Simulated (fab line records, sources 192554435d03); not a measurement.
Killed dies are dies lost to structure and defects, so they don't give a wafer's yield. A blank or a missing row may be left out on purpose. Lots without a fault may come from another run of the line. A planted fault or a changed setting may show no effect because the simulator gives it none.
A struck lot beside a sound one | flow n5_finfet | 18 steps out of a route of 1938
Sound: wafers L240.3, L240.5, L240.6. Struck: wafers L252.1, L252.2, L252.4. The cause comes at the end.
At each step with rows: each side's tool, then ch and its chambers, then its first start. Under that, the readings that differ: sound wafers | struck wafers | difference of the means | sigmas: that difference in standard deviations of wafers without a fault.
alike: readings whose means differ by less than 2 such deviations, and words and numbers that are the same on both sides. not compared: withheld readings, readings that some wafer has no value for, bounds like >300 that may hide the same value, and numbers for which the record gives no deviation and whose values overlap.
The two part at a step that has a row with sigmas, a row that says differs or no value, or rows on one side only. Numbers that don't overlap but have no deviation are shown without sigmas and don't part them. A reading that every wafer of one side lacks parts them only if that side has two wafers or more.

first, 7 steps without rows for these wafers: N5_BEOL_M9_COAT_60 (time 60 s, resist thk 30 nm); N5_BEOL_M9_COAT_05 (resist thk 90 nm); N5_BEOL_M9_EBR_07; N5_BEOL_M9_SOFTBAKE_06 (time 60 s); N5_BEOL_M9_EXPOSE_08 (exposes mask M9); N5_BEOL_M9_PEB_09 (peb time 60 s); N5_BEOL_M9_DEVELOP_10 (develop time 30 s).
N5_BEOL_M9_CD_MEAS_11: target cd 64.1 nm.
  sound on cd_sem-01 ch 0, day 10 02:41; struck on cd_sem-01 ch 0, day 12 23:33
  reading    | sound          | struck         | difference | sigmas
  cd_nm (nm) | 63.5 63.0 62.6 | 64.4 64.2 64.1 | +1.2       | +3
N5_BEOL_M9_OVL_MEAS_12:
  sound on overlay-01 ch 0, day 10 02:44; struck on overlay-01 ch 0, day 12 23:35
  alike: M9_OVL
N5_BEOL_M9_INSPECT_13: inspects for defects (brightfield).
  sound on defect_inspect-01, day 10 02:46; struck on defect_inspect-02, day 12 23:36
  alike: raw_defect_count
N5_BEOL_M9_DESCUM_16: chemistry O2, time 7.9 s.
  sound on rie_diel-03 ch 0,3, day 10 02:47; struck on rie_diel-05 ch 0,1,3, day 12 23:41
  alike: drypump_motor_current_A, oes_product_au, rf_vpp_V, showerhead_plenum_p_Torr, throttle_valve_pct
  not compared: rf_hours_counter_h
N5_BEOL_M9_ETCH_61: etches SiARC in CF4, target depth 39 nm, time 65 s.
  sound on rie_diel-03 ch 0,3, day 10 02:49; struck on rie_diel-05 ch 0,1,3, day 12 23:43
  alike: drypump_motor_current_A, etch_rf_on_time_s, oes_product_au, rf_fwd_power_W, rf_vpp_V, showerhead_plenum_p_Torr, throttle_valve_pct
  not compared: rf_hours_counter_h
N5_BEOL_M9_ETCH_62: etches SOC in N2/H2, target depth 110 nm, overetch 22 nm, time 165 s.
  sound on rie_diel-03 ch 0,3, day 10 02:52; struck on rie_diel-05 ch 0,1,3, day 12 23:46
  reading                                    | sound             | struck               | difference | sigmas
  rf_fwd_power_W (W)                         | 836.5 837.1 836.4 | 1038.4 1042.6 1037.5 | +202.8     | +78
  rf_vpp_V (V)                               | 525.0 524.2 522.3 | 491.1 483.4 486.2    | -36.9      | -15
  model.SiARC_of_BEOL_M9_COAT_60.thk_nm (nm) | 23.6 23.4 23.6    | 23 23 22.6           | -1         |
  model.BEOL_M9.cd_offset_nm (nm)            | -0.2 -0.8 -0.8    | 1.2 1.4 0.8          | +1.7       |
  alike: drypump_motor_current_A, oes_product_au, showerhead_plenum_p_Torr, throttle_valve_pct
  not compared: rf_hours_counter_h
then, 1 step without rows for these wafers: N5_BEOL_M9_STRIP_68 (strips in N2/H2).
N5_BEOL_M9_STRIP_67: strips in CF4.
  sound on rie_diel-03 ch 0,3, day 10 03:01; struck on rie_diel-05 ch 0,1,3, day 12 23:55
  alike: drypump_motor_current_A, oes_product_au, rf_vpp_V, showerhead_plenum_p_Torr, throttle_valve_pct
  not compared: rf_hours_counter_h
N5_BEOL_M9_HM_OPEN_17: chemistry Cl2/BCl3, target TiN, target depth 20 nm, overetch 6 nm.
  sound on rie_metal-03 ch 0,1, day 10 03:05; struck on rie_metal-03 ch 0,1, day 12 23:58
  reading                         | sound          | struck      | difference | sigmas
  model.BEOL_M9.cd_offset_nm (nm) | -0.2 -0.8 -0.8 | 1.2 1.4 0.8 | +1.7       |
  alike: drypump_motor_current_A, oes_product_au, throttle_valve_pct
  not compared: rf_hours_counter_h
N5_BEOL_M9_STRIP_19: strips in O2.
  sound on rie_diel-02 ch 0,1,3, day 10 03:10; struck on rie_diel-05 ch 0,1,3, day 13 00:04
  alike: drypump_motor_current_A, oes_product_au, rf_vpp_V, showerhead_plenum_p_Torr, throttle_valve_pct
  not compared: rf_hours_counter_h
then, 1 step without rows for these wafers: N5_PASSIVATION_PROBE_49.

WHERE THEY PART
First at N5_BEOL_M9_CD_MEAS_11; last, within this record, at N5_BEOL_M9_ETCH_62. Later steps at which nothing parts them and some readings are alike: N5_BEOL_M9_STRIP_67, N5_BEOL_M9_HM_OPEN_17, N5_BEOL_M9_STRIP_19.

WHY: what the simulator had put in
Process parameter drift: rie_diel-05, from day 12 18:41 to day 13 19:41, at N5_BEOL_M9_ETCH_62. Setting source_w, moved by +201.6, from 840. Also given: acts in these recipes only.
